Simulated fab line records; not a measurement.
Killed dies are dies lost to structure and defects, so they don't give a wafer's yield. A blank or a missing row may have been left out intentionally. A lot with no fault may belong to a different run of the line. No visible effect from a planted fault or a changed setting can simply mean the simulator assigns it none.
Matching of chambers ; flow n5_finfet ; cvd_co-01 running N5_BEOL_M0_CO_CAP_123: 3 sister chambers
The step material Co, precursor CCTBA/H2, target thk 2 nm, time 102.1 s. 24 wafers are shown with their chamber, then 12 later ones without.

## WAFERS WITH THEIR CHAMBER
wafer;chamber;heater_power_w (W)
L077.2;2;242
L077.4;2;245
L077.5;1;273
L081.2;2;239
L081.3;0;236
L081.5;0;234
L082.1;0;230
L082.4;1;270
L082.6;2;248
L084.1;1;266
L084.2;2;243
L084.4;0;231
L085.2;2;246
L085.5;2;242
L085.6;0;232
L087.3;1;270
L087.4;1;276
L087.6;2;243
L090.3;2;237
L090.5;2;243
L090.6;0;229
L091.1;2;235
L091.4;1;272
L091.5;2;250

SIGNATURES (means of the wafers above)
reading;chamber 0;chamber 1;chamber 2;scatter within a chamber
heater_power_w;232.00;271.17;242.75;3.75
Rule: a wafer's distance from a chamber is the root of the sum, over the readings, of the square of ((its reading less the chamber's mean) divided by the reading's scatter). If the next closest chamber is less than 2 further off than the closest, the wafer can't be placed; otherwise it belongs to the closest. The scatter: take each reading less its chamber's mean, square it, sum over the shown wafers, divide by the number of wafers less the number of chambers, and take the root.

## WAFERS MISSING THEIR CHAMBER
wafer;heater_power_w (W)
L092.1;242
L092.3;235
L092.6;236
L094.1;237
L094.2;270
L094.6;237
L096.1;274
L096.2;243
L096.6;235
L097.1;240
L097.3;267
L097.5;268

## WHICH CHAMBER EACH ONE RAN IN
wafer;from the rows above;in truth
L092.1;2;2
L092.3;can't be placed: 0 or 2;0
L092.6;can't be placed: 0 or 2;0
L094.1;can't be placed: 0 or 2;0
L094.2;1;1
L094.6;can't be placed: 0 or 2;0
L096.1;1;1
L096.2;2;2
L096.6;can't be placed: 0 or 2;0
L097.1;can't be placed: 2 or 0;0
L097.3;1;1
L097.5;1;1
6 of 12 placed correctly. These rows do not allow placing 6 (true chamber among the candidates in 6). Wrongly placed: 0.
